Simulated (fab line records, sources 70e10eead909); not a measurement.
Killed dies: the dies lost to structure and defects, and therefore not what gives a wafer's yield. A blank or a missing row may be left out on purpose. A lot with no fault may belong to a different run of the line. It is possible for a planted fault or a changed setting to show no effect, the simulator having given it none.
Which tool did it? || flow nandHarc || 36 wafers from 12 lots sampled at 6 of the route's 1159 steps

## WHAT EACH GAUGE READ, for each wafer
NHARC_A_BLC_INSPECT_28. Usual: rawDefectCount at 420, with a standard deviation of 120.
{"lot": "L406", "measured": "day 17 18:40", "on": "defectInspect-02", "rawDefectCount": "376 427 498", "flag": ""}
{"lot": "L407", "measured": "day 17 19:31", "on": "defectInspect-02", "rawDefectCount": "321 350 283", "flag": ""}
{"lot": "L408", "measured": "day 17 19:41", "on": "defectInspect-01", "rawDefectCount": "305 280 271", "flag": ""}
{"lot": "L409", "measured": "day 18 05:05", "on": "defectInspect-02", "rawDefectCount": "767 710 590", "flag": ""}
{"lot": "L413", "measured": "day 20 08:23", "on": "defectInspect-02", "rawDefectCount": "321 362 268", "flag": ""}
{"lot": "L417", "measured": "day 21 13:26", "on": "defectInspect-01", "rawDefectCount": "6818 6686 6861", "flag": "OFF"}
{"lot": "L420", "measured": "day 21 13:53", "on": "defectInspect-01", "rawDefectCount": "6745 6817 6618", "flag": "OFF"}
{"lot": "L422", "measured": "day 22 02:23", "on": "defectInspect-02", "rawDefectCount": "692 487 363", "flag": ""}
{"lot": "L425", "measured": "day 22 03:39", "on": "defectInspect-01", "rawDefectCount": "430 402 319", "flag": ""}
{"lot": "L424", "measured": "day 22 08:21", "on": "defectInspect-02", "rawDefectCount": "415 375 349", "flag": ""}
{"lot": "L426", "measured": "day 23 02:02", "on": "defectInspect-01", "rawDefectCount": "530 363 300", "flag": ""}
{"lot": "L428", "measured": "day 23 12:41", "on": "defectInspect-02", "rawDefectCount": "360 437 376", "flag": ""}

NHARC_END_SORT_01. Usual: killedAtArray 26, standard deviation 11; killedAtOther 0.4, standard deviation 0.78; killedAtPeriphery 3.4, standard deviation 2.4; killedDies 29, standard deviation 11; killedOpen 3.1, standard deviation 1.9; killedShort 1.9, standard deviation 1.4.
{"lot": "L417", "measured": "day 24 15:58", "on": "prober-02", "killedAtArray": "676 669 669", "killedAtOther": "0 1 1", "killedAtPeriphery": "1 7 7", "killedDies": "677 677 677", "killedOpen": "3 5 8", "killedShort": "4 0 1", "flag": "OFF"}
{"lot": "L420", "measured": "day 24 15:47", "on": "prober-01", "killedAtArray": "674 675 673", "killedAtOther": "0 0 0", "killedAtPeriphery": "3 2 4", "killedDies": "677 677 677", "killedOpen": "1 3 2", "killedShort": "3 1 5", "flag": "OFF"}

## EACH LOT AND THE TOOL THAT RAN IT (in order: tool; ch and the chambers of the sampled wafers; start)
{"lot": "L406", "NHARC_A_BLC_ETCH_16": "rieDiel-01 ch 0,2,3, day 17 10:00", "NHARC_A_BLC_ETCH_18": "rieDiel-01 ch 1,2,3, day 17 18:15 or earlier", "NHARC_A_BLC_CVD_24": "cvdW-01 ch 0,1, day 17 18:15 or earlier", "NHARC_A_BLC_CMP_25": "cmp-02 ch 1,2, day 17 18:15"}
{"lot": "L407", "NHARC_A_BLC_ETCH_16": "rieDiel-01 ch 0,1,2, day 17 11:32", "NHARC_A_BLC_ETCH_18": "rieDiel-01 ch 0,2,3, day 17 19:08 or earlier", "NHARC_A_BLC_CVD_24": "cvdW-01 ch 1, day 17 19:08 or earlier", "NHARC_A_BLC_CMP_25": "cmp-04 ch 0,1,2, day 17 19:08"}
{"lot": "L408", "NHARC_A_BLC_ETCH_16": "rieDiel-01 ch 0,2,3, day 17 12:55", "NHARC_A_BLC_ETCH_18": "rieDiel-01 ch 0,1,2, day 17 19:20 or earlier", "NHARC_A_BLC_CVD_24": "cvdW-02 ch 0,1, day 17 19:20 or earlier", "NHARC_A_BLC_CMP_25": "cmp-03 ch 1,2,3, day 17 19:20"}
{"lot": "L409", "NHARC_A_BLC_ETCH_16": "rieDiel-12 ch 1,2,3, day 18 02:07", "NHARC_A_BLC_ETCH_18": "rieDiel-12 ch 0,2, day 18 04:44 or earlier", "NHARC_A_BLC_CVD_24": "cvdW-01 ch 0,1, day 18 04:44 or earlier", "NHARC_A_BLC_CMP_25": "cmp-02 ch 0,1,2, day 18 04:44"}
{"lot": "L413", "NHARC_A_BLC_ETCH_16": "rieDiel-12 ch 0,2,3, day 20 01:13", "NHARC_A_BLC_ETCH_18": "rieDiel-12 ch 0,1,3, day 20 07:59 or earlier", "NHARC_A_BLC_CVD_24": "cvdW-02 ch 0,1, day 20 07:59 or earlier", "NHARC_A_BLC_CMP_25": "cmp-02 ch 0,1,3, day 20 07:59"}
{"lot": "L417", "NHARC_A_BLC_ETCH_16": "rieDiel-12 ch 0,1,2, day 20 21:46", "NHARC_A_BLC_ETCH_18": "rieDiel-12 ch 0,1,2, day 21 13:04 or earlier", "NHARC_A_BLC_CVD_24": "cvdW-02 ch 0,1, day 21 13:04 or earlier", "NHARC_A_BLC_CMP_25": "cmp-02 ch 2,3, day 21 13:04"}
{"lot": "L420", "NHARC_A_BLC_ETCH_16": "rieDiel-01 ch 0,2, day 20 23:04", "NHARC_A_BLC_ETCH_18": "rieDiel-01 ch 0,1,3, day 21 13:31 or earlier", "NHARC_A_BLC_CVD_24": "cvdW-02 ch 0,1, day 21 13:31 or earlier", "NHARC_A_BLC_CMP_25": "cmp-03 ch 1,2,3, day 21 13:31"}
{"lot": "L422", "NHARC_A_BLC_ETCH_16": "rieDiel-08 ch 0,1,2, day 21 17:05", "NHARC_A_BLC_ETCH_18": "rieDiel-08 ch 0,1,2, day 22 01:59 or earlier", "NHARC_A_BLC_CVD_24": "cvdW-01 ch 0,1, day 22 01:59 or earlier", "NHARC_A_BLC_CMP_25": "cmp-03 ch 0,1,2, day 22 01:59"}
{"lot": "L425", "NHARC_A_BLC_ETCH_16": "rieDiel-12 ch 0,2,3, day 21 21:04", "NHARC_A_BLC_ETCH_18": "rieDiel-12 ch 0,2,3, day 22 03:17 or earlier", "NHARC_A_BLC_CVD_24": "cvdW-02 ch 0,1, day 22 03:17 or earlier", "NHARC_A_BLC_CMP_25": "cmp-03 ch 0,1,2, day 22 03:17"}
{"lot": "L424", "NHARC_A_BLC_ETCH_16": "rieDiel-08 ch 1,2,3, day 22 03:58", "NHARC_A_BLC_ETCH_18": "rieDiel-08 ch 0,2,3, day 22 07:58 or earlier", "NHARC_A_BLC_CVD_24": "cvdW-02 ch 0,1, day 22 07:58 or earlier", "NHARC_A_BLC_CMP_25": "cmp-04 ch 0,2,3, day 22 07:58"}
{"lot": "L426", "NHARC_A_BLC_ETCH_16": "rieDiel-08 ch 0,1,2, day 22 18:17", "NHARC_A_BLC_ETCH_18": "rieDiel-08 ch 0,1, day 23 01:41 or earlier", "NHARC_A_BLC_CVD_24": "cvdW-02 ch 0,1, day 23 01:41 or earlier", "NHARC_A_BLC_CMP_25": "cmp-04 ch 1,2,3, day 23 01:41"}
{"lot": "L428", "NHARC_A_BLC_ETCH_16": "rieDiel-08 ch 1,3, day 23 09:47", "NHARC_A_BLC_ETCH_18": "rieDiel-08 ch 1,2, day 23 12:20 or earlier", "NHARC_A_BLC_CVD_24": "cvdW-01 ch 0, day 23 12:20 or earlier", "NHARC_A_BLC_CMP_25": "cmp-03 ch 0,1,2, day 23 12:20"}
- NHARC_A_BLC_ETCH_16: etches the open film in CF4, target depth 39 nm, time 65 s.
- NHARC_A_BLC_ETCH_18: etches the open film in C4F8/O2/Ar, target depth 910 nm.
- NHARC_A_BLC_CVD_24: deposits W, target thk 150 nm, time 434 s.
- NHARC_A_BLC_CMP_25: polishes, t overpolish 30 s, target thk 150 nm.

## AS READ BY THE TOOLS THEMSELVES (means over the sampled wafers that have a number; for cases with no such wafer, the mark the record gives instead)
NHARC_A_BLC_ETCH_16. Usual: drypumpMotorCurrentA 6.0 A, standard deviation 0.39; oesProductAu 0.996 a.u., standard deviation 0.0098; rfVppV 151.0 V, standard deviation 1; showerheadPlenumPTorr 1.74 Torr, standard deviation 0.071; throttleValvePct 13.283 %, standard deviation 0.0093.
{"lot": "L406", "tool": "rieDiel-01", "drypumpMotorCurrentA (A)": 5.9, "oesProductAu (a.u.)": 1.000, "rfVppV (V)": 150.1, "showerheadPlenumPTorr (Torr)": 1.72, "throttleValvePct (%)": 13.285, "flag": ""}
{"lot": "L407", "tool": "rieDiel-01", "drypumpMotorCurrentA (A)": 5.7, "oesProductAu (a.u.)": 1.003, "rfVppV (V)": 150.4, "showerheadPlenumPTorr (Torr)": 1.69, "throttleValvePct (%)": 13.280, "flag": ""}
{"lot": "L408", "tool": "rieDiel-01", "drypumpMotorCurrentA (A)": 5.8, "oesProductAu (a.u.)": 1.012, "rfVppV (V)": 150.7, "showerheadPlenumPTorr (Torr)": 1.72, "throttleValvePct (%)": 13.286, "flag": ""}
{"lot": "L409", "tool": "rieDiel-12", "drypumpMotorCurrentA (A)": 6.2, "oesProductAu (a.u.)": 0.990, "rfVppV (V)": 151.3, "showerheadPlenumPTorr (Torr)": 1.76, "throttleValvePct (%)": 13.287, "flag": ""}
{"lot": "L413", "tool": "rieDiel-12", "drypumpMotorCurrentA (A)": 6.0, "oesProductAu (a.u.)": 0.993, "rfVppV (V)": 150.5, "showerheadPlenumPTorr (Torr)": 1.71, "throttleValvePct (%)": 13.276, "flag": ""}
{"lot": "L417", "tool": "rieDiel-12", "drypumpMotorCurrentA (A)": 6.3, "oesProductAu (a.u.)": 0.995, "rfVppV (V)": 151.5, "showerheadPlenumPTorr (Torr)": 1.74, "throttleValvePct (%)": 13.277, "flag": ""}
{"lot": "L420", "tool": "rieDiel-01", "drypumpMotorCurrentA (A)": 5.7, "oesProductAu (a.u.)": 1.015, "rfVppV (V)": 150.8, "showerheadPlenumPTorr (Torr)": 1.70, "throttleValvePct (%)": 13.284, "flag": ""}
{"lot": "L422", "tool": "rieDiel-08", "drypumpMotorCurrentA (A)": 5.8, "oesProductAu (a.u.)": 0.996, "rfVppV (V)": 150.9, "showerheadPlenumPTorr (Torr)": 1.78, "throttleValvePct (%)": 13.282, "flag": ""}
{"lot": "L425", "tool": "rieDiel-12", "drypumpMotorCurrentA (A)": 6.0, "oesProductAu (a.u.)": 0.986, "rfVppV (V)": 151.6, "showerheadPlenumPTorr (Torr)": 1.71, "throttleValvePct (%)": 13.291, "flag": ""}
{"lot": "L424", "tool": "rieDiel-08", "drypumpMotorCurrentA (A)": 6.1, "oesProductAu (a.u.)": 0.994, "rfVppV (V)": 151.4, "showerheadPlenumPTorr (Torr)": 1.73, "throttleValvePct (%)": 13.280, "flag": ""}
{"lot": "L426", "tool": "rieDiel-08", "drypumpMotorCurrentA (A)": 5.7, "oesProductAu (a.u.)": 0.989, "rfVppV (V)": 151.2, "showerheadPlenumPTorr (Torr)": 1.78, "throttleValvePct (%)": 13.279, "flag": ""}
{"lot": "L428", "tool": "rieDiel-08", "drypumpMotorCurrentA (A)": 6.1, "oesProductAu (a.u.)": 0.998, "rfVppV (V)": 150.7, "showerheadPlenumPTorr (Torr)": 1.78, "throttleValvePct (%)": 13.279, "flag": ""}

NHARC_A_BLC_ETCH_18. Usual: oesProductAu 0.951 a.u., standard deviation 0.022; rfVppV 976 V, standard deviation 5.8.
{"lot": "L406", "tool": "rieDiel-01", "oesProductAu (a.u.)": 0.981, "rfVppV (V)": 973, "flag": ""}
{"lot": "L407", "tool": "rieDiel-01", "oesProductAu (a.u.)": 0.964, "rfVppV (V)": 974, "flag": ""}
{"lot": "L408", "tool": "rieDiel-01", "oesProductAu (a.u.)": 0.984, "rfVppV (V)": 971, "flag": ""}
{"lot": "L409", "tool": "rieDiel-12", "oesProductAu (a.u.)": 0.968, "rfVppV (V)": 973, "flag": ""}
{"lot": "L413", "tool": "rieDiel-12", "oesProductAu (a.u.)": 0.961, "rfVppV (V)": 975, "flag": ""}
{"lot": "L417", "tool": "rieDiel-12", "oesProductAu (a.u.)": 0.960, "rfVppV (V)": 976, "flag": ""}
{"lot": "L420", "tool": "rieDiel-01", "oesProductAu (a.u.)": 0.929, "rfVppV (V)": 973, "flag": ""}
{"lot": "L422", "tool": "rieDiel-08", "oesProductAu (a.u.)": 0.942, "rfVppV (V)": 979, "flag": ""}
{"lot": "L425", "tool": "rieDiel-12", "oesProductAu (a.u.)": 0.955, "rfVppV (V)": 973, "flag": ""}
{"lot": "L424", "tool": "rieDiel-08", "oesProductAu (a.u.)": 0.964, "rfVppV (V)": 976, "flag": ""}
{"lot": "L426", "tool": "rieDiel-08", "oesProductAu (a.u.)": 0.978, "rfVppV (V)": 985, "flag": ""}
{"lot": "L428", "tool": "rieDiel-08", "oesProductAu (a.u.)": 0.927, "rfVppV (V)": 977, "flag": ""}

NHARC_A_BLC_CVD_24. Usual: heaterPowerW 506 W, standard deviation 93; susceptorTempC 299.93 C, standard deviation 0.17; throttleValvePct 7.65 %, standard deviation 0.2.
{"lot": "L406", "tool": "cvdW-01", "heaterPowerW (W)": 481, "susceptorTempC (C)": "-", "throttleValvePct (%)": 7.59, "flag": "OFF"}
{"lot": "L407", "tool": "cvdW-01", "heaterPowerW (W)": 641, "susceptorTempC (C)": 299.83, "throttleValvePct (%)": 7.66, "flag": ""}
{"lot": "L408", "tool": "cvdW-02", "heaterPowerW (W)": 491, "susceptorTempC (C)": 299.96, "throttleValvePct (%)": 7.80, "flag": ""}
{"lot": "L409", "tool": "cvdW-01", "heaterPowerW (W)": 476, "susceptorTempC (C)": 299.95, "throttleValvePct (%)": 7.34, "flag": ""}
{"lot": "L413", "tool": "cvdW-02", "heaterPowerW (W)": 506, "susceptorTempC (C)": "-", "throttleValvePct (%)": 7.79, "flag": "OFF"}
{"lot": "L417", "tool": "cvdW-02", "heaterPowerW (W)": 485, "susceptorTempC (C)": "-", "throttleValvePct (%)": 7.78, "flag": "OFF"}
{"lot": "L420", "tool": "cvdW-02", "heaterPowerW (W)": 507, "susceptorTempC (C)": "-", "throttleValvePct (%)": 7.80, "flag": "OFF"}
{"lot": "L422", "tool": "cvdW-01", "heaterPowerW (W)": 462, "susceptorTempC (C)": "-", "throttleValvePct (%)": 7.57, "flag": "OFF"}
{"lot": "L425", "tool": "cvdW-02", "heaterPowerW (W)": 486, "susceptorTempC (C)": 299.94, "throttleValvePct (%)": 7.87, "flag": ""}
{"lot": "L424", "tool": "cvdW-02", "heaterPowerW (W)": 501, "susceptorTempC (C)": 299.91, "throttleValvePct (%)": 7.79, "flag": ""}
{"lot": "L426", "tool": "cvdW-02", "heaterPowerW (W)": 505, "susceptorTempC (C)": "-", "throttleValvePct (%)": 7.73, "flag": "OFF"}
{"lot": "L428", "tool": "cvdW-01", "heaterPowerW (W)": 372, "susceptorTempC (C)": "-", "throttleValvePct (%)": 7.50, "flag": "OFF"}

NHARC_A_BLC_CMP_25. Usual: edgeZonePressureFrac 1.000, standard deviation 0.005; motorCurrentA 13.1 A, standard deviation 1.3; overpolishRunS 30.000 s, standard deviation 0.0089; timeToEndpointS 30.5 s, standard deviation 2.7.
{"lot": "L406", "tool": "cmp-02", "edgeZonePressureFrac": 1.001, "motorCurrentA (A)": 13.6, "overpolishRunS (s)": 30.004, "timeToEndpointS (s)": 32.4, "flag": ""}
{"lot": "L407", "tool": "cmp-04", "edgeZonePressureFrac": 0.998, "motorCurrentA (A)": 13.8, "overpolishRunS (s)": 30.001, "timeToEndpointS (s)": 31.1, "flag": ""}
{"lot": "L408", "tool": "cmp-03", "edgeZonePressureFrac": 1.002, "motorCurrentA (A)": 12.8, "overpolishRunS (s)": 29.998, "timeToEndpointS (s)": 28.8, "flag": ""}
{"lot": "L409", "tool": "cmp-02", "edgeZonePressureFrac": 1.002, "motorCurrentA (A)": 13.2, "overpolishRunS (s)": 29.999, "timeToEndpointS (s)": 30.9, "flag": ""}
{"lot": "L413", "tool": "cmp-02", "edgeZonePressureFrac": 1.001, "motorCurrentA (A)": 11.6, "overpolishRunS (s)": 30.001, "timeToEndpointS (s)": 29.3, "flag": ""}
{"lot": "L417", "tool": "cmp-02", "edgeZonePressureFrac": "-", "motorCurrentA (A)": "-", "overpolishRunS (s)": "-", "timeToEndpointS (s)": "-", "flag": "OFF"}
{"lot": "L420", "tool": "cmp-03", "edgeZonePressureFrac": "-", "motorCurrentA (A)": "-", "overpolishRunS (s)": "-", "timeToEndpointS (s)": "-", "flag": "OFF"}
{"lot": "L422", "tool": "cmp-03", "edgeZonePressureFrac": 1.003, "motorCurrentA (A)": 13.1, "overpolishRunS (s)": 30.003, "timeToEndpointS (s)": 31.0, "flag": ""}
{"lot": "L425", "tool": "cmp-03", "edgeZonePressureFrac": 0.998, "motorCurrentA (A)": 13.4, "overpolishRunS (s)": 29.999, "timeToEndpointS (s)": 31.1, "flag": ""}
{"lot": "L424", "tool": "cmp-04", "edgeZonePressureFrac": 1.002, "motorCurrentA (A)": 13.6, "overpolishRunS (s)": 29.994, "timeToEndpointS (s)": 30.0, "flag": ""}
{"lot": "L426", "tool": "cmp-04", "edgeZonePressureFrac": 0.996, "motorCurrentA (A)": 13.9, "overpolishRunS (s)": 29.996, "timeToEndpointS (s)": 29.7, "flag": ""}
{"lot": "L428", "tool": "cmp-03", "edgeZonePressureFrac": 1.002, "motorCurrentA (A)": 13.6, "overpolishRunS (s)": 30.009, "timeToEndpointS (s)": 27.9, "flag": ""}

## THE ANSWER, worked out from the rows above alone
Rule: take the mean of a lot's wafers that have a number; if it is more than 3 standard deviations from the usual mean, the lot is off. Also off: a lot with no number at a reading for which 4 or more lots have one. All remaining lots with rows at the step are treated as sound. Order of review: gauges by route order, followed by the tools' own readings, for which a lot's mean as printed above is used. At the first step where some lot is off, the reading lying furthest off is the one used; lots without a number count as furthest.
Off: L417, L420 (NHARC_A_BLC_INSPECT_28, rawDefectCount).
A tool fits if, at a process step before that reading, it ran every lot that is off, and no sound lot after the first of them. The gauges at NHARC_A_BLC_INSPECT_28 aren't tried: what is off there is off at NHARC_END_SORT_01 too, on other tools, and a gauge's error can't cause that. With no start given for some of its lots, NHARC_A_BLC_ETCH_18 uses the hours and lot order of NHARC_A_BLC_CMP_25. With no start given for some of its lots, NHARC_A_BLC_CVD_24 uses the hours and lot order of NHARC_A_BLC_CMP_25. No candidate that was tried fits.

## WHAT WAS PUT IN BY THE SIMULATOR
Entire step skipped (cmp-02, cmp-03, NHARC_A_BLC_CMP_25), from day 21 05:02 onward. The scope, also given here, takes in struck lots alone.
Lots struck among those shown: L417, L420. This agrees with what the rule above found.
